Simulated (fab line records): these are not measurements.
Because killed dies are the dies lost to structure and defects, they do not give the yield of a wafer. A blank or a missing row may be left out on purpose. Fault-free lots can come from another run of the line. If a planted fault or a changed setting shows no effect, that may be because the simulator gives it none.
Which tool is to blame? || flow n5-finfet || 27 wafers from 9 lots sampled at 6 of the route's 1938 steps

== WHAT EACH GAUGE READ, for each wafer ==
N5_FIN_SAQP_CD_MEAS_31 targets a cd of 8 nm.
{"lot": "L315", "measured": "day 2 02:23", "on": "cd-sem-02", "cd-nm (nm)": "8.29 8.06 8.07"}
{"lot": "L318", "measured": "day 2 19:46", "on": "cd-sem-02", "cd-nm (nm)": "8.15 7.95 7.95"}
{"lot": "L324", "measured": "day 4 09:23", "on": "cd-sem-02", "cd-nm (nm)": "7.76 8.17 7.85"}
{"lot": "L326", "measured": "day 4 19:42", "on": "cd-sem-03", "cd-nm (nm)": "7.89 8.01 8.03"}
{"lot": "L327", "measured": "day 5 02:27", "on": "cd-sem-03", "cd-nm (nm)": "8.24 7.74 8.20"}
{"lot": "L328", "measured": "day 5 08:12", "on": "cd-sem-01", "cd-nm (nm)": "8.58 8.11 8.19"}
{"lot": "L336", "measured": "day 7 08:16", "on": "cd-sem-01", "cd-nm (nm)": "8.19 7.91 8.21"}
{"lot": "L337", "measured": "day 7 13:38", "on": "cd-sem-02", "cd-nm (nm)": "8.23 7.89 8.15"}
{"lot": "L338", "measured": "day 7 19:14", "on": "cd-sem-02", "cd-nm (nm)": "8.19 8.24 7.80"}

N5_FIN_SAQP_OCD_MEAS_76.
{"lot": "L315", "measured": "day 2 03:03", "on": "ocd-01", "trench-depth-nm (nm)": "119.9 119.3 119.9"}
{"lot": "L318", "measured": "day 2 20:19", "on": "ocd-02", "trench-depth-nm (nm)": "120.0 119.9 121.1"}
{"lot": "L324", "measured": "day 4 09:56", "on": "ocd-02", "trench-depth-nm (nm)": "120.6 119.9 120.5"}
{"lot": "L326", "measured": "day 4 20:15", "on": "ocd-02", "trench-depth-nm (nm)": "0.4 0.4 0"}
{"lot": "L327", "measured": "day 5 03:01", "on": "ocd-02", "trench-depth-nm (nm)": "0.1 0 0"}
{"lot": "L328", "measured": "day 5 08:50", "on": "ocd-02", "trench-depth-nm (nm)": "121.0 120.7 123.9"}
{"lot": "L336", "measured": "day 7 08:50", "on": "ocd-02", "trench-depth-nm (nm)": "119.6 120.7 118.3"}
{"lot": "L337", "measured": "day 7 14:11", "on": "ocd-02", "trench-depth-nm (nm)": "120.2 119.7 120.6"}
{"lot": "L338", "measured": "day 7 19:48", "on": "ocd-01", "trench-depth-nm (nm)": "120.2 119.9 120.5"}

N5_BEOL_M4_RC_MEAS_101.
{"lot": "L315", "measured": "day 9 03:32", "on": "prober-01", "DIBL_N (mV/V)": "36.1 35.3 34.3", "DIBL_P (mV/V)": "36.3 35.3 34.0", "IOFF_N (nA/um)": "0.164 0.164 0.140", "IOFF_P (nA/um)": "0.226 0.217 0.194", "ION_N (uA/um)": "678 682 667", "ION_P (uA/um)": "466 462 458", "SS_N (mV/dec)": "71.2 71.3 70.9", "SS_P (mV/dec)": "72.9 73.2 73.2", "VT_N (mV)": "249.9 249.6 252.4", "VT_P (mV)": "-248.1 -246.8 -250.2"}
{"lot": "L318", "measured": "day 9 18:59", "on": "prober-01", "DIBL_N (mV/V)": "35.4 35.3 35.5", "DIBL_P (mV/V)": "37.2 36.7 36.8", "IOFF_N (nA/um)": "0.147 0.145 0.142", "IOFF_P (nA/um)": "0.184 0.182 0.176", "ION_N (uA/um)": "676 670 670", "ION_P (uA/um)": "449 456 454", "SS_N (mV/dec)": "71.5 71.5 72.1", "SS_P (mV/dec)": "72.9 73.2 73.9", "VT_N (mV)": "252.4 252.5 255.6", "VT_P (mV)": "-253.0 -253.3 -251.6"}
{"lot": "L324", "measured": "day 11 07:54", "on": "prober-02", "DIBL_N (mV/V)": "36.4 34.4 34.4", "DIBL_P (mV/V)": "35.8 34.2 33.7", "IOFF_N (nA/um)": "0.157 0.134 0.129", "IOFF_P (nA/um)": "0.224 0.198 0.191", "ION_N (uA/um)": "671 666 661", "ION_P (uA/um)": "462 465 461", "SS_N (mV/dec)": "71.4 70.9 71.1", "SS_P (mV/dec)": "72.4 72.1 72.8", "VT_N (mV)": "251.7 250.7 250.5", "VT_P (mV)": "-247.5 -250.9 -251.9"}
{"lot": "L328", "measured": "day 13 02:29", "on": "prober-01", "DIBL_N (mV/V)": "37.2 37.8 37.4", "DIBL_P (mV/V)": "37.4 37.3 37.1", "IOFF_N (nA/um)": "0.169 0.180 0.168", "IOFF_P (nA/um)": "0.239 0.244 0.236", "ION_N (uA/um)": "684 679 679", "ION_P (uA/um)": "459 466 470", "SS_N (mV/dec)": "72.5 72.3 71.8", "SS_P (mV/dec)": "73.6 73.9 72.7", "VT_N (mV)": "247.4 245.2 250.2", "VT_P (mV)": "-250.6 -247.5 -246.4"}
{"lot": "L336", "measured": "day 15 08:37", "on": "prober-01", "DIBL_N (mV/V)": "36.0 35.2 35.2", "DIBL_P (mV/V)": "36.6 35.6 35.0", "IOFF_N (nA/um)": "0.165 0.144 0.141", "IOFF_P (nA/um)": "0.215 0.190 0.183", "ION_N (uA/um)": "682 674 679", "ION_P (uA/um)": "462 462 466", "SS_N (mV/dec)": "71.3 70.7 71.6", "SS_P (mV/dec)": "73.0 73.1 73.3", "VT_N (mV)": "247.6 250.9 252.5", "VT_P (mV)": "-251.8 -250.1 -251.1"}
{"lot": "L337", "measured": "day 16 03:17", "on": "prober-02", "DIBL_N (mV/V)": "35.3 34.8 34.6", "DIBL_P (mV/V)": "36.4 34.8 35.8", "IOFF_N (nA/um)": "0.154 0.143 0.151", "IOFF_P (nA/um)": "0.208 0.183 0.206", "ION_N (uA/um)": "679 683 691", "ION_P (uA/um)": "472 466 466", "SS_N (mV/dec)": "71.6 70.8 71.3", "SS_P (mV/dec)": "72.7 72.7 72.1", "VT_N (mV)": "247.8 248.7 250.1", "VT_P (mV)": "-249.9 -250.5 -247.9"}
{"lot": "L338", "measured": "day 15 20:00", "on": "prober-01", "DIBL_N (mV/V)": "33.8 35.6 36.2", "DIBL_P (mV/V)": "35.9 36.3 37.2", "IOFF_N (nA/um)": "0.157 0.190 0.183", "IOFF_P (nA/um)": "0.187 0.194 0.204", "ION_N (uA/um)": "675 668 668", "ION_P (uA/um)": "459 452 452", "SS_N (mV/dec)": "70.8 71.2 71.7", "SS_P (mV/dec)": "73.3 73.7 74.0", "VT_N (mV)": "248.4 248.9 250.5", "VT_P (mV)": "-252.7 -254.3 -252.4"}

== WHICH TOOL RAN EACH LOT (tool, then ch and the chambers of the sampled wafers, then the start) ==
{"lot": "L315", "N5_FIN_SAQP_MANDREL2_REMOVE_60": "rie-si-06 ch 1,3, day 2 02:16", "N5_FIN_SAQP_ETCH_34": "rie-diel-03 ch 0,2, day 2 02:33", "N5_FIN_SAQP_FIN_ETCH_36": "rie-si-01 ch 0,2, day 2 02:47"}
{"lot": "L318", "N5_FIN_SAQP_MANDREL2_REMOVE_60": "rie-si-01 ch 0,1,2, day 2 19:41", "N5_FIN_SAQP_ETCH_34": "rie-diel-05 ch 2,3, day 2 19:52", "N5_FIN_SAQP_FIN_ETCH_36": "rie-si-03 ch 0,1,2, day 2 20:05"}
{"lot": "L324", "N5_FIN_SAQP_MANDREL2_REMOVE_60": "rie-si-03 ch 0,1, day 4 09:17", "N5_FIN_SAQP_ETCH_34": "rie-diel-06 ch 0,2,3, day 4 09:30", "N5_FIN_SAQP_FIN_ETCH_36": "rie-si-03 ch 2,3, day 4 09:43"}
{"lot": "L326", "N5_FIN_SAQP_MANDREL2_REMOVE_60": "rie-si-03 ch 1,2,3, day 4 19:35", "N5_FIN_SAQP_ETCH_34": "rie-diel-05 ch 0,2,3, day 4 19:49", "N5_FIN_SAQP_FIN_ETCH_36": "rie-si-06 ch 0,1,2, day 4 20:02"}
{"lot": "L327", "N5_FIN_SAQP_MANDREL2_REMOVE_60": "rie-si-01 ch 1,2,3, day 5 02:20", "N5_FIN_SAQP_ETCH_34": "rie-diel-06 ch 0,1,2, day 5 02:34", "N5_FIN_SAQP_FIN_ETCH_36": "rie-si-06 ch 1,2, day 5 02:47"}
{"lot": "L328", "N5_FIN_SAQP_MANDREL2_REMOVE_60": "rie-si-03 ch 1,2, day 5 08:05", "N5_FIN_SAQP_ETCH_34": "rie-diel-03 ch 1,2, day 5 08:23", "N5_FIN_SAQP_FIN_ETCH_36": "rie-si-01 ch 0,1,3, day 5 08:35"}
{"lot": "L336", "N5_FIN_SAQP_MANDREL2_REMOVE_60": "rie-si-06 ch 0,1,3, day 7 08:10", "N5_FIN_SAQP_ETCH_34": "rie-diel-06 ch 0,2,3, day 7 08:23", "N5_FIN_SAQP_FIN_ETCH_36": "rie-si-03 ch 0,2,3, day 7 08:37"}
{"lot": "L337", "N5_FIN_SAQP_MANDREL2_REMOVE_60": "rie-si-01 ch 0,1, day 7 13:32", "N5_FIN_SAQP_ETCH_34": "rie-diel-03 ch 1,3, day 7 13:45", "N5_FIN_SAQP_FIN_ETCH_36": "rie-si-06 ch 0,2, day 7 13:58"}
{"lot": "L338", "N5_FIN_SAQP_MANDREL2_REMOVE_60": "rie-si-03 ch 1,2,3, day 7 19:08", "N5_FIN_SAQP_ETCH_34": "rie-diel-05 ch 0,3, day 7 19:22", "N5_FIN_SAQP_FIN_ETCH_36": "rie-si-01 ch 0,2, day 7 19:35"}
- N5_FIN_SAQP_MANDREL2_REMOVE_60: chemistry HBr/Cl2/O2, target a-Si, stops on SiNx, bt time 10 s.
- N5_FIN_SAQP_ETCH_34: etches SiO2 in C4F6/O2, target depth 45 nm, time 15 s.
- N5_FIN_SAQP_FIN_ETCH_36: etches the open film in HBr/Cl2/O2, target depth 120 nm, time 50.4 s.

== WHAT THE TOOLS THEMSELVES READ (means of the sampled wafers that have a number; where no wafer has one, the mark that the record gives instead) ==
N5_FIN_SAQP_MANDREL2_REMOVE_60.
{"lot": "L315", "tool": "rie-si-06", "drypump-motor-current-A (A)": 5.6, "oes-product-au (a.u.)": 0.996, "rf-fwd-power-W (W)": 598.4, "throttle-valve-pct (%)": 36.79}
{"lot": "L318", "tool": "rie-si-01", "drypump-motor-current-A (A)": 5.5, "oes-product-au (a.u.)": 1.013, "rf-fwd-power-W (W)": 597.4, "throttle-valve-pct (%)": 36.56}
{"lot": "L324", "tool": "rie-si-03", "drypump-motor-current-A (A)": 6.0, "oes-product-au (a.u.)": 0.995, "rf-fwd-power-W (W)": 594.3, "throttle-valve-pct (%)": 36.61}
{"lot": "L326", "tool": "rie-si-03", "drypump-motor-current-A (A)": 5.9, "oes-product-au (a.u.)": 0.985, "rf-fwd-power-W (W)": 597.5, "throttle-valve-pct (%)": 36.85}
{"lot": "L327", "tool": "rie-si-01", "drypump-motor-current-A (A)": 5.7, "oes-product-au (a.u.)": 1.000, "rf-fwd-power-W (W)": 595.1, "throttle-valve-pct (%)": 36.77}
{"lot": "L328", "tool": "rie-si-03", "drypump-motor-current-A (A)": 6.1, "oes-product-au (a.u.)": 0.992, "rf-fwd-power-W (W)": 596.4, "throttle-valve-pct (%)": 36.91}
{"lot": "L336", "tool": "rie-si-06", "drypump-motor-current-A (A)": 5.8, "oes-product-au (a.u.)": 0.994, "rf-fwd-power-W (W)": 596.6, "throttle-valve-pct (%)": 36.57}
{"lot": "L337", "tool": "rie-si-01", "drypump-motor-current-A (A)": 5.5, "oes-product-au (a.u.)": 0.994, "rf-fwd-power-W (W)": 596.7, "throttle-valve-pct (%)": 36.35}
{"lot": "L338", "tool": "rie-si-03", "drypump-motor-current-A (A)": 5.9, "oes-product-au (a.u.)": 0.996, "rf-fwd-power-W (W)": 596.9, "throttle-valve-pct (%)": 36.85}

N5_FIN_SAQP_ETCH_34.
{"lot": "L315", "tool": "rie-diel-03", "C4F6_flow_sccm (sccm)": 9.966, "O2_flow_sccm (sccm)": 9.991, "drypump-motor-current-A (A)": 5.56, "etch-rf-on-time-s (s)": 14.85, "oes-product-au (a.u.)": 0.68, "rf-fwd-power-W (W)": 337.1, "rf-vpp-V (V)": 662, "showerhead-plenum-p-Torr (Torr)": 2.72, "throttle-valve-pct (%)": 21.00}
{"lot": "L318", "tool": "rie-diel-05", "C4F6_flow_sccm (sccm)": 10.003, "O2_flow_sccm (sccm)": 10.027, "drypump-motor-current-A (A)": 5.70, "etch-rf-on-time-s (s)": 15.18, "oes-product-au (a.u.)": 0.60, "rf-fwd-power-W (W)": 335.8, "rf-vpp-V (V)": 671, "showerhead-plenum-p-Torr (Torr)": 2.90, "throttle-valve-pct (%)": 21.08}
{"lot": "L324", "tool": "rie-diel-06", "C4F6_flow_sccm (sccm)": 9.967, "O2_flow_sccm (sccm)": 9.996, "drypump-motor-current-A (A)": 5.37, "etch-rf-on-time-s (s)": 15.08, "oes-product-au (a.u.)": 0.67, "rf-fwd-power-W (W)": 336.8, "rf-vpp-V (V)": 670, "showerhead-plenum-p-Torr (Torr)": 2.82, "throttle-valve-pct (%)": 21.04}
{"lot": "L326", "tool": "rie-diel-05", "C4F6_flow_sccm (sccm)": 10.014, "O2_flow_sccm (sccm)": 9.988, "drypump-motor-current-A (A)": 5.54, "etch-rf-on-time-s (s)": 15.11, "oes-product-au (a.u.)": 0.71, "rf-fwd-power-W (W)": 336.5, "rf-vpp-V (V)": 668, "showerhead-plenum-p-Torr (Torr)": 2.91, "throttle-valve-pct (%)": 21.04}
{"lot": "L327", "tool": "rie-diel-06", "C4F6_flow_sccm (sccm)": 10.020, "O2_flow_sccm (sccm)": 9.974, "drypump-motor-current-A (A)": 5.57, "etch-rf-on-time-s (s)": 14.92, "oes-product-au (a.u.)": 0.67, "rf-fwd-power-W (W)": 336.8, "rf-vpp-V (V)": 669, "showerhead-plenum-p-Torr (Torr)": 2.83, "throttle-valve-pct (%)": 20.88}
{"lot": "L328", "tool": "rie-diel-03", "C4F6_flow_sccm (sccm)": 9.991, "O2_flow_sccm (sccm)": 10.000, "drypump-motor-current-A (A)": 5.51, "etch-rf-on-time-s (s)": 15.01, "oes-product-au (a.u.)": 0.76, "rf-fwd-power-W (W)": 337.3, "rf-vpp-V (V)": 670, "showerhead-plenum-p-Torr (Torr)": 2.81, "throttle-valve-pct (%)": 20.76}
{"lot": "L336", "tool": "rie-diel-06", "C4F6_flow_sccm (sccm)": 10.008, "O2_flow_sccm (sccm)": 10.002, "drypump-motor-current-A (A)": 5.37, "etch-rf-on-time-s (s)": 14.93, "oes-product-au (a.u.)": 0.65, "rf-fwd-power-W (W)": 336.8, "rf-vpp-V (V)": 670, "showerhead-plenum-p-Torr (Torr)": 2.81, "throttle-valve-pct (%)": 21.09}
{"lot": "L337", "tool": "rie-diel-03", "C4F6_flow_sccm (sccm)": 10.039, "O2_flow_sccm (sccm)": 10.001, "drypump-motor-current-A (A)": 5.35, "etch-rf-on-time-s (s)": 14.88, "oes-product-au (a.u.)": 0.76, "rf-fwd-power-W (W)": 337.1, "rf-vpp-V (V)": 669, "showerhead-plenum-p-Torr (Torr)": 2.89, "throttle-valve-pct (%)": 21.05}
{"lot": "L338", "tool": "rie-diel-05", "C4F6_flow_sccm (sccm)": 9.985, "O2_flow_sccm (sccm)": 9.989, "drypump-motor-current-A (A)": 5.27, "etch-rf-on-time-s (s)": 14.90, "oes-product-au (a.u.)": 0.69, "rf-fwd-power-W (W)": 336.5, "rf-vpp-V (V)": 663, "showerhead-plenum-p-Torr (Torr)": 2.94, "throttle-valve-pct (%)": 21.20}

N5_FIN_SAQP_FIN_ETCH_36.
{"lot": "L315", "tool": "rie-si-01", "HBr_flow_sccm (sccm)": 150.0, "O2_flow_sccm (sccm)": 12.02, "drypump-motor-current-A (A)": 5.5, "oes-product-au (a.u.)": 1.000, "rf-fwd-power-W (W)": 795, "throttle-valve-pct (%)": 35.84}
{"lot": "L318", "tool": "rie-si-03", "HBr_flow_sccm (sccm)": 150.3, "O2_flow_sccm (sccm)": 12.00, "drypump-motor-current-A (A)": 6.0, "oes-product-au (a.u.)": 0.996, "rf-fwd-power-W (W)": 796, "throttle-valve-pct (%)": 36.08}
{"lot": "L324", "tool": "rie-si-03", "HBr_flow_sccm (sccm)": 150.0, "O2_flow_sccm (sccm)": 12.00, "drypump-motor-current-A (A)": 5.9, "oes-product-au (a.u.)": 0.990, "rf-fwd-power-W (W)": 795, "throttle-valve-pct (%)": 36.13}
{"lot": "L326", "tool": "rie-si-06", "HBr_flow_sccm (sccm)": "-", "O2_flow_sccm (sccm)": "-", "drypump-motor-current-A (A)": "-", "oes-product-au (a.u.)": "-", "rf-fwd-power-W (W)": "-", "throttle-valve-pct (%)": "-"}
{"lot": "L327", "tool": "rie-si-06", "HBr_flow_sccm (sccm)": "-", "O2_flow_sccm (sccm)": "-", "drypump-motor-current-A (A)": "-", "oes-product-au (a.u.)": "-", "rf-fwd-power-W (W)": "-", "throttle-valve-pct (%)": "-"}
{"lot": "L328", "tool": "rie-si-01", "HBr_flow_sccm (sccm)": 149.9, "O2_flow_sccm (sccm)": 12.01, "drypump-motor-current-A (A)": 5.6, "oes-product-au (a.u.)": 1.005, "rf-fwd-power-W (W)": 797, "throttle-valve-pct (%)": 35.83}
{"lot": "L336", "tool": "rie-si-03", "HBr_flow_sccm (sccm)": 150.1, "O2_flow_sccm (sccm)": 11.97, "drypump-motor-current-A (A)": 5.8, "oes-product-au (a.u.)": 0.982, "rf-fwd-power-W (W)": 793, "throttle-valve-pct (%)": 35.99}
{"lot": "L337", "tool": "rie-si-06", "HBr_flow_sccm (sccm)": 149.9, "O2_flow_sccm (sccm)": 11.99, "drypump-motor-current-A (A)": 6.3, "oes-product-au (a.u.)": 1.002, "rf-fwd-power-W (W)": 794, "throttle-valve-pct (%)": 35.70}
{"lot": "L338", "tool": "rie-si-01", "HBr_flow_sccm (sccm)": 149.6, "O2_flow_sccm (sccm)": 11.99, "drypump-motor-current-A (A)": 5.5, "oes-product-au (a.u.)": 1.004, "rf-fwd-power-W (W)": 797, "throttle-valve-pct (%)": 36.06}

== THE ANSWER, worked out from the rows above alone ==
Rule: the lots themselves supply what counts as usual. Put in order of their means at a reading, lots are off if they are a third of the lots or fewer, leave a main group of 4 or more, and stand apart from it by a gap of 3 or more times the standard deviation of the main group's means; of several such gaps the widest counts. The tables above print the reading to a certain number of digits; a main group whose means all agree to those digits is not used. Also off: a lot with no number at a reading for which 4 or more lots have one. Any other lot the step has rows for is counted as sound. Order of review: gauges by route order, followed by the tools' own readings, for which a lot's mean as printed above is used. At the first step where some lot is off, the reading lying furthest off is the one used; lots without a number count as furthest.
Off: L326, L327, at N5_FIN_SAQP_OCD_MEAS_76 (trench-depth-nm). Mean 120.3 nm and standard deviation 0.7 in the main group.
A tool fits if, at a process step before that reading, it ran every lot that is off, and no sound lot after the first of them. The gauges at N5_FIN_SAQP_OCD_MEAS_76 aren't tried: what is off there is off at N5_FIN_SAQP_FIN_ETCH_36 too, on other tools, and a gauge's error can't cause that. Not one of the candidates tried fits.

== WHAT THE SIMULATOR PUT IN ==
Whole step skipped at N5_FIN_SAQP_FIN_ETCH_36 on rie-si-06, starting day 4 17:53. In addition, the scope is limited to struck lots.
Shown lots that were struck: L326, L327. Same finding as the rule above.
